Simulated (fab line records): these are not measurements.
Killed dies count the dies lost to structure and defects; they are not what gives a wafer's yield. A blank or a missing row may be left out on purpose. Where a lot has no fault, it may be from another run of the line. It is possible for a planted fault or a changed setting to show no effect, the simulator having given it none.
Chamber matching / flow n5_finfet / N5_BEOL_M4_ETCH_69 on rie_diel-05: 4 sister chambers
The step etches SiARC in CF4, target depth 15.6 nm, time 26 s. 20 wafers are shown with their chamber, then 10 later ones without.

EACH WAFER AND ITS CHAMBER
wafer=L078.3; chamber=1; showerhead_plenum_p_Torr (Torr)=2.10; drypump_motor_current_A (A)=5.1; throttle_valve_pct (%)=15.30
wafer=L078.5; chamber=2; showerhead_plenum_p_Torr (Torr)=2.19; drypump_motor_current_A (A)=6.3; throttle_valve_pct (%)=15.53
wafer=L078.6; chamber=3; showerhead_plenum_p_Torr (Torr)=2.12; drypump_motor_current_A (A)=5.8; throttle_valve_pct (%)=15.74
wafer=L079.2; chamber=3; showerhead_plenum_p_Torr (Torr)=2.12; drypump_motor_current_A (A)=5.7; throttle_valve_pct (%)=15.74
wafer=L079.4; chamber=2; showerhead_plenum_p_Torr (Torr)=2.19; drypump_motor_current_A (A)=6.2; throttle_valve_pct (%)=15.54
wafer=L079.5; chamber=0; showerhead_plenum_p_Torr (Torr)=2.08; drypump_motor_current_A (A)=5.6; throttle_valve_pct (%)=15.44
wafer=L082.1; chamber=1; showerhead_plenum_p_Torr (Torr)=2.09; drypump_motor_current_A (A)=5.1; throttle_valve_pct (%)=15.34
wafer=L082.4; chamber=3; showerhead_plenum_p_Torr (Torr)=2.12; drypump_motor_current_A (A)=5.7; throttle_valve_pct (%)=15.76
wafer=L082.5; chamber=3; showerhead_plenum_p_Torr (Torr)=2.12; drypump_motor_current_A (A)=5.7; throttle_valve_pct (%)=15.76
wafer=L083.2; chamber=0; showerhead_plenum_p_Torr (Torr)=2.08; drypump_motor_current_A (A)=5.6; throttle_valve_pct (%)=15.46
wafer=L083.5; chamber=0; showerhead_plenum_p_Torr (Torr)=2.08; drypump_motor_current_A (A)=5.7; throttle_valve_pct (%)=15.46
wafer=L083.6; chamber=3; showerhead_plenum_p_Torr (Torr)=2.12; drypump_motor_current_A (A)=5.7; throttle_valve_pct (%)=15.77
wafer=L086.1; chamber=2; showerhead_plenum_p_Torr (Torr)=2.19; drypump_motor_current_A (A)=6.2; throttle_valve_pct (%)=15.56
wafer=L086.2; chamber=3; showerhead_plenum_p_Torr (Torr)=2.12; drypump_motor_current_A (A)=5.7; throttle_valve_pct (%)=15.78
wafer=L086.3; chamber=1; showerhead_plenum_p_Torr (Torr)=2.09; drypump_motor_current_A (A)=5.1; throttle_valve_pct (%)=15.34
wafer=L089.1; chamber=1; showerhead_plenum_p_Torr (Torr)=2.09; drypump_motor_current_A (A)=5.1; throttle_valve_pct (%)=15.37
wafer=L089.2; chamber=3; showerhead_plenum_p_Torr (Torr)=2.11; drypump_motor_current_A (A)=5.7; throttle_valve_pct (%)=15.80
wafer=L089.5; chamber=1; showerhead_plenum_p_Torr (Torr)=2.09; drypump_motor_current_A (A)=5.1; throttle_valve_pct (%)=15.37
wafer=L090.3; chamber=3; showerhead_plenum_p_Torr (Torr)=2.11; drypump_motor_current_A (A)=5.7; throttle_valve_pct (%)=15.78
wafer=L090.5; chamber=1; showerhead_plenum_p_Torr (Torr)=2.09; drypump_motor_current_A (A)=5.1; throttle_valve_pct (%)=15.39

SIGNATURES (averages over the wafers above)
reading=showerhead_plenum_p_Torr; chamber 0=2.0800; chamber 1=2.0917; chamber 2=2.1900; chamber 3=2.1175; scatter within a chamber=0.00382
reading=drypump_motor_current_A; chamber 0=5.633; chamber 1=5.100; chamber 2=6.233; chamber 3=5.713; scatter within a chamber=0.0372
reading=throttle_valve_pct; chamber 0=15.4533; chamber 1=15.3517; chamber 2=15.5433; chamber 3=15.7662; scatter within a chamber=0.0235
Rule: for a wafer and a chamber, the distance is found by dividing, reading by reading, the gap between the wafer's reading and the chamber's mean by the reading's scatter, squaring, summing and taking the root. If the next closest chamber is less than 2 further off than the closest, the wafer can't be placed; otherwise it belongs to the closest. The scatter is the square root of a quotient: the sum, over the shown wafers, of each reading's squared deviation from its chamber's mean, divided by wafers minus chambers.

WAFERS WHOSE CHAMBER IS MISSING
wafer=L090.6; showerhead_plenum_p_Torr (Torr)=2.18; drypump_motor_current_A (A)=6.2; throttle_valve_pct (%)=15.59
wafer=L093.1; showerhead_plenum_p_Torr (Torr)=2.18; drypump_motor_current_A (A)=6.2; throttle_valve_pct (%)=15.61
wafer=L093.3; showerhead_plenum_p_Torr (Torr)=2.07; drypump_motor_current_A (A)=5.6; throttle_valve_pct (%)=15.50
wafer=L093.6; showerhead_plenum_p_Torr (Torr)=2.08; drypump_motor_current_A (A)=5.1; throttle_valve_pct (%)=15.38
wafer=L095.3; showerhead_plenum_p_Torr (Torr)=2.18; drypump_motor_current_A (A)=6.3; throttle_valve_pct (%)=15.61
wafer=L095.4; showerhead_plenum_p_Torr (Torr)=2.08; drypump_motor_current_A (A)=5.1; throttle_valve_pct (%)=15.37
wafer=L095.5; showerhead_plenum_p_Torr (Torr)=2.07; drypump_motor_current_A (A)=5.7; throttle_valve_pct (%)=15.49
wafer=L094.2; showerhead_plenum_p_Torr (Torr)=2.07; drypump_motor_current_A (A)=5.6; throttle_valve_pct (%)=15.50
wafer=L094.3; showerhead_plenum_p_Torr (Torr)=2.11; drypump_motor_current_A (A)=5.7; throttle_valve_pct (%)=15.32
wafer=L094.5; showerhead_plenum_p_Torr (Torr)=2.08; drypump_motor_current_A (A)=5.1; throttle_valve_pct (%)=15.40

EACH ONE'S CHAMBER
wafer=L090.6; from the rows above=2; in truth=2
wafer=L093.1; from the rows above=2; in truth=2
wafer=L093.3; from the rows above=0; in truth=0
wafer=L093.6; from the rows above=1; in truth=1
wafer=L095.3; from the rows above=2; in truth=2
wafer=L095.4; from the rows above=1; in truth=1
wafer=L095.5; from the rows above=0; in truth=0
wafer=L094.2; from the rows above=0; in truth=0
wafer=L094.3; from the rows above=0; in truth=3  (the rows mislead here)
wafer=L094.5; from the rows above=1; in truth=1
Correctly placed: 9 of 10. Number that these rows cannot place: 0. 1 placed wrongly.
